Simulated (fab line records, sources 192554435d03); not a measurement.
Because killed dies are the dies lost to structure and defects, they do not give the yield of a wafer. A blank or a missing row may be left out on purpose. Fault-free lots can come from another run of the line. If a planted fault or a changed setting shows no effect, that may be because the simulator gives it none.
Chamber matching || flow n5_finfet || N5_BEOL_M8_CURE_75 on uv_cure-02 has 3 sister chambers
The step cures SiCOH lowk, time 120 s. 6 wafers are shown with their chamber, then 9 later ones without.

WAFERS WITH THEIR CHAMBER
{"wafer": "L083.3", "chamber": 0, "wafer_temp_C_max": 371.8, "lamp_power_pct (%)": 52.36}
{"wafer": "L083.4", "chamber": 0, "wafer_temp_C_max": 372.6, "lamp_power_pct (%)": 52.22}
{"wafer": "L087.4", "chamber": 1, "wafer_temp_C_max": 371.2, "lamp_power_pct (%)": 52.34}
{"wafer": "L087.5", "chamber": 1, "wafer_temp_C_max": 370.9, "lamp_power_pct (%)": 52.38}
{"wafer": "L084.4", "chamber": 2, "wafer_temp_C_max": 371.9, "lamp_power_pct (%)": 52.34}
{"wafer": "L084.6", "chamber": 2, "wafer_temp_C_max": 372.3, "lamp_power_pct (%)": 52.28}

WAFERS WHOSE CHAMBER IS MISSING
{"wafer": "L086.3", "wafer_temp_C_max": 371.5, "lamp_power_pct (%)": 52.30}
{"wafer": "L086.4", "wafer_temp_C_max": 371.1, "lamp_power_pct (%)": 52.24}
{"wafer": "L086.5", "wafer_temp_C_max": 371.2, "lamp_power_pct (%)": 52.25}
{"wafer": "L093.2", "wafer_temp_C_max": 372.4, "lamp_power_pct (%)": 52.31}
{"wafer": "L093.3", "wafer_temp_C_max": 372.0, "lamp_power_pct (%)": 52.31}
{"wafer": "L093.4", "wafer_temp_C_max": 373.3, "lamp_power_pct (%)": 52.24}
{"wafer": "L097.2", "wafer_temp_C_max": 372.0, "lamp_power_pct (%)": 52.41}
{"wafer": "L097.4", "wafer_temp_C_max": 372.1, "lamp_power_pct (%)": 52.42}
{"wafer": "L097.5", "wafer_temp_C_max": 372.9, "lamp_power_pct (%)": 52.33}

THE CHAMBER EACH PASSED THROUGH
{"wafer": "L086.3", "from the rows above": "can't be placed: 1 or 2 or 0", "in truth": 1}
{"wafer": "L086.4", "from the rows above": "can't be placed: 1 or 2 or 0", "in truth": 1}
{"wafer": "L086.5", "from the rows above": "can't be placed: 1 or 2 or 0", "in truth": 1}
{"wafer": "L093.2", "from the rows above": "can't be placed: 0 or 2", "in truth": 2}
{"wafer": "L093.3", "from the rows above": "can't be placed: 2 or 0", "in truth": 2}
{"wafer": "L093.4", "from the rows above": "can't be placed: 0 or 2", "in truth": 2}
{"wafer": "L097.2", "from the rows above": "can't be placed: 2 or 0 or 1", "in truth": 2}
{"wafer": "L097.4", "from the rows above": "can't be placed: 2 or 0 or 1", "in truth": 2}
{"wafer": "L097.5", "from the rows above": "can't be placed: 0 or 2", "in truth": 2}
0 of 9 placed correctly. Cannot be placed on the basis of these rows: 9; the candidates contain the true chamber in 9. 0 placed wrongly.
How it was worked out, from the rows above alone: a wafer's distance from a chamber is the root of the sum, over the readings, of the square of ((its reading less the chamber's mean) divided by the reading's scatter). The wafer belongs to the nearest chamber; if the next one is less than 2 further off, it can't be placed. A chamber's mean is the mean of its shown wafers. The scatter: the root of (the sum of the squares of (reading less its chamber's mean) over the shown wafers, divided by (wafers less chambers)).
